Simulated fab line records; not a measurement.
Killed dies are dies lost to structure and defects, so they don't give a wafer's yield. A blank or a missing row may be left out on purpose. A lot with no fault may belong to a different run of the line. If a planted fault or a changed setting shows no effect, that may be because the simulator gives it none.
Matching of chambers / flow n5-finfet / 4 sister chambers for N5_HKMG_FIN_ALD_36 on ald-metal-04
The step deposits TiN, target thk 1 nm, pulse time 1 s, purge time 3 s. 24 wafers are shown with their chamber, then 12 later ones without.

WAFERS WITH THEIR CHAMBER
wafer=L074.2; chamber=3; heater-power-w (W)=790; chamber-pressure-Torr (Torr)=2.986; precursor-pulse-height-rel=1.009
wafer=L074.3; chamber=1; heater-power-w (W)=905; chamber-pressure-Torr (Torr)=3.004; precursor-pulse-height-rel=1.024
wafer=L074.5; chamber=3; heater-power-w (W)=824; chamber-pressure-Torr (Torr)=2.998; precursor-pulse-height-rel=0.994
wafer=L075.2; chamber=3; heater-power-w (W)=819; chamber-pressure-Torr (Torr)=3.010; precursor-pulse-height-rel=0.999
wafer=L075.3; chamber=2; heater-power-w (W)=833; chamber-pressure-Torr (Torr)=3.013; precursor-pulse-height-rel=1.012
wafer=L075.4; chamber=0; heater-power-w (W)=1028; chamber-pressure-Torr (Torr)=3.009; precursor-pulse-height-rel=0.958
wafer=L077.1; chamber=1; heater-power-w (W)=917; chamber-pressure-Torr (Torr)=3.001; precursor-pulse-height-rel=1.009
wafer=L077.2; chamber=3; heater-power-w (W)=813; chamber-pressure-Torr (Torr)=2.986; precursor-pulse-height-rel=0.970
wafer=L077.3; chamber=2; heater-power-w (W)=825; chamber-pressure-Torr (Torr)=2.993; precursor-pulse-height-rel=1.003
wafer=L080.2; chamber=0; heater-power-w (W)=1019; chamber-pressure-Torr (Torr)=3.011; precursor-pulse-height-rel=0.962
wafer=L080.3; chamber=2; heater-power-w (W)=838; chamber-pressure-Torr (Torr)=2.992; precursor-pulse-height-rel=0.992
wafer=L080.6; chamber=1; heater-power-w (W)=908; chamber-pressure-Torr (Torr)=2.996; precursor-pulse-height-rel=0.964
wafer=L084.2; chamber=2; heater-power-w (W)=822; chamber-pressure-Torr (Torr)=3.003; precursor-pulse-height-rel=1.001
wafer=L084.3; chamber=0; heater-power-w (W)=985; chamber-pressure-Torr (Torr)=3.007; precursor-pulse-height-rel=1.022
wafer=L084.6; chamber=0; heater-power-w (W)=1011; chamber-pressure-Torr (Torr)=3.007; precursor-pulse-height-rel=1.003
wafer=L086.3; chamber=2; heater-power-w (W)=834; chamber-pressure-Torr (Torr)=2.993; precursor-pulse-height-rel=0.958
wafer=L086.5; chamber=2; heater-power-w (W)=806; chamber-pressure-Torr (Torr)=3.001; precursor-pulse-height-rel=1.012
wafer=L086.6; chamber=0; heater-power-w (W)=1015; chamber-pressure-Torr (Torr)=2.994; precursor-pulse-height-rel=1.019
wafer=L088.1; chamber=2; heater-power-w (W)=829; chamber-pressure-Torr (Torr)=2.993; precursor-pulse-height-rel=0.985
wafer=L088.4; chamber=0; heater-power-w (W)=1002; chamber-pressure-Torr (Torr)=3.012; precursor-pulse-height-rel=0.968
wafer=L088.5; chamber=0; heater-power-w (W)=1003; chamber-pressure-Torr (Torr)=3.003; precursor-pulse-height-rel=0.982
wafer=L092.1; chamber=0; heater-power-w (W)=1014; chamber-pressure-Torr (Torr)=2.996; precursor-pulse-height-rel=1.019
wafer=L092.2; chamber=2; heater-power-w (W)=826; chamber-pressure-Torr (Torr)=3.004; precursor-pulse-height-rel=1.013
wafer=L092.5; chamber=2; heater-power-w (W)=837; chamber-pressure-Torr (Torr)=3.004; precursor-pulse-height-rel=1.027

SIGNATURES (means of the wafers above)
reading=heater-power-w; chamber 0=1009.62; chamber 1=910.00; chamber 2=827.78; chamber 3=811.50; scatter within a chamber=11.6
reading=chamber-pressure-Torr; chamber 0=3.00488; chamber 1=3.00033; chamber 2=2.99956; chamber 3=2.99500; scatter within a chamber=0.00763
reading=precursor-pulse-height-rel; chamber 0=0.99162; chamber 1=0.99900; chamber 2=1.00033; chamber 3=0.99300; scatter within a chamber=0.0237
Rule: a wafer lies at a distance from a chamber equal to the root of the sum of squares, over the readings, of (its reading less the chamber's mean, divided by the reading's scatter). If the next closest chamber is less than 2 further off than the closest, the wafer can't be placed; otherwise it belongs to the closest. How the scatter is found: for the shown wafers, subtract from each reading the mean of its chamber, square and add these, divide the total by (wafers less chambers), then take the root.

WAFERS WHOSE CHAMBER IS MISSING
wafer=L094.1; heater-power-w (W)=903; chamber-pressure-Torr (Torr)=3.001; precursor-pulse-height-rel=0.974
wafer=L094.2; heater-power-w (W)=988; chamber-pressure-Torr (Torr)=3.001; precursor-pulse-height-rel=0.951
wafer=L094.4; heater-power-w (W)=822; chamber-pressure-Torr (Torr)=2.995; precursor-pulse-height-rel=0.996
wafer=L095.1; heater-power-w (W)=996; chamber-pressure-Torr (Torr)=2.998; precursor-pulse-height-rel=0.995
wafer=L095.3; heater-power-w (W)=822; chamber-pressure-Torr (Torr)=3.010; precursor-pulse-height-rel=1.013
wafer=L095.6; heater-power-w (W)=840; chamber-pressure-Torr (Torr)=3.004; precursor-pulse-height-rel=0.990
wafer=L096.2; heater-power-w (W)=810; chamber-pressure-Torr (Torr)=3.003; precursor-pulse-height-rel=1.007
wafer=L096.5; heater-power-w (W)=811; chamber-pressure-Torr (Torr)=3.011; precursor-pulse-height-rel=1.018
wafer=L096.6; heater-power-w (W)=909; chamber-pressure-Torr (Torr)=2.990; precursor-pulse-height-rel=1.030
wafer=L097.1; heater-power-w (W)=991; chamber-pressure-Torr (Torr)=3.002; precursor-pulse-height-rel=1.016
wafer=L097.4; heater-power-w (W)=830; chamber-pressure-Torr (Torr)=2.987; precursor-pulse-height-rel=0.997
wafer=L097.6; heater-power-w (W)=819; chamber-pressure-Torr (Torr)=2.985; precursor-pulse-height-rel=0.990

CHAMBER TAKEN BY EACH
wafer=L094.1; from the rows above=1; in truth=1
wafer=L094.2; from the rows above=0; in truth=0
wafer=L094.4; from the rows above=can't be placed: 2 or 3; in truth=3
wafer=L095.1; from the rows above=0; in truth=0
wafer=L095.3; from the rows above=can't be placed: 2 or 3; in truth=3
wafer=L095.6; from the rows above=can't be placed: 2 or 3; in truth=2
wafer=L096.2; from the rows above=can't be placed: 3 or 2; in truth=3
wafer=L096.5; from the rows above=can't be placed: 2 or 3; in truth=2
wafer=L096.6; from the rows above=1; in truth=1
wafer=L097.1; from the rows above=0; in truth=0
wafer=L097.4; from the rows above=can't be placed: 2 or 3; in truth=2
wafer=L097.6; from the rows above=can't be placed: 3 or 2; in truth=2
Placed correctly: 5 of 12. Cannot be placed on the basis of these rows: 7; the candidates contain the true chamber in 7. Number placed wrongly: 0.
